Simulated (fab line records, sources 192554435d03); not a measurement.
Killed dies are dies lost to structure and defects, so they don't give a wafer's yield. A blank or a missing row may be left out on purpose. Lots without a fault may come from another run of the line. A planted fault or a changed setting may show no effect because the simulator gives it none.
Which tool did it? | flow n5_finfet | 12 lots, 36 wafers sampled, at 3 steps of a route of 1938

WHAT THE GAUGES READ, wafer by wafer
N5_BEOL_M3_OCD_MEAS_38.
lot  | measured     | on     | trench_depth_nm (nm)
L075 | day 8 22:46  | ocd-02 | 56.3 53.3 55.2
L077 | day 9 20:56  | ocd-02 | 60.5 60.8 56.3
L079 | day 10 10:27 | ocd-02 | 60.5 56.5 56.5
L081 | day 10 08:38 | ocd-02 | 55.0 55.5 55.0
L082 | day 11 05:58 | ocd-02 | 55.4 55.9 55.0
L085 | day 11 10:37 | ocd-01 | 56.0 56.4 55.5
L088 | day 11 18:28 | ocd-01 | 55.4 53.8 56.1
L087 | day 12 12:43 | ocd-01 | 56.0 55.9 55.8
L090 | day 13 06:50 | ocd-02 | 55.7 60.2 55.8
L093 | day 13 12:04 | ocd-02 | 59.8 56.1 60.7
L097 | day 14 18:55 | ocd-02 | 56.1 55.6 55.7
L096 | day 15 02:41 | ocd-01 | 56.6 56.5 59.1

WHICH TOOL RAN EACH LOT (tool, then ch and the chambers of the sampled wafers, then the start)
lot  | N5_BEOL_M3_HM_OPEN_17             | N5_BEOL_M3_ETCH_41
L075 | rie_metal-02 ch 0, day 8 16:02    | rie_diel-06 ch 0,1,3, day 8 22:46 or earlier
L077 | rie_metal-03 ch 0,1, day 9 10:26  | rie_diel-03 ch 0,1, day 9 20:56 or earlier
L079 | rie_metal-01 ch 0, day 10 02:06   | rie_diel-03 ch 0,1,3, day 10 10:27 or earlier
L081 | rie_metal-02 ch 0,1, day 10 06:40 | rie_diel-02 ch 1,3, day 10 08:38 or earlier
L082 | rie_metal-02 ch 0, day 10 14:50   | rie_diel-02 ch 1,3, day 11 05:58 or earlier
L085 | rie_metal-02 ch 0, day 11 01:35   | rie_diel-03 ch 1,2,3, day 11 10:37 or earlier
L088 | rie_metal-03 ch 0,1, day 11 10:52 | rie_diel-06 ch 0,1,2, day 11 18:28 or earlier
L087 | rie_metal-02 ch 0, day 12 03:56   | rie_diel-06 ch 0,3, day 12 12:43 or earlier
L090 | rie_metal-02 ch 0,1, day 12 18:16 | rie_diel-03 ch 0,3, day 13 06:50 or earlier
L093 | rie_metal-03 ch 0,1, day 13 06:55 | rie_diel-03 ch 0,3, day 13 12:04 or earlier
L097 | rie_metal-01 ch 0,1, day 14 11:05 | rie_diel-02 ch 0,2,3, day 14 18:55 or earlier
L096 | rie_metal-01 ch 0,1, day 14 12:39 | rie_diel-03 ch 0,2,3, day 15 02:41 or earlier
- N5_BEOL_M3_HM_OPEN_17: chemistry Cl2/BCl3, target TiN, target depth 20 nm, overetch 6 nm.
- N5_BEOL_M3_ETCH_41: etches SiCN in CH3F/O2, target depth 29.9 nm, time 52.5 s.

THE ANSWER, worked out from the rows above alone
Rule: what is usual is taken from the lots themselves. Put in order of their means at a reading, lots are off if they are a third of the lots or fewer, leave a main group of 4 or more, and stand apart from it by a gap of 3 or more times the standard deviation of the main group's means; of several such gaps the widest counts. A main group whose means are all the same, to the digits that the tables above print for the reading, isn't used. A lot without any number at a reading at which 4 lots or more have one is off too. The other lots that the step has rows for count as sound.
No lot is off at any reading shown: from this, nothing can be told.

WHAT THE SIMULATOR HAD PUT IN
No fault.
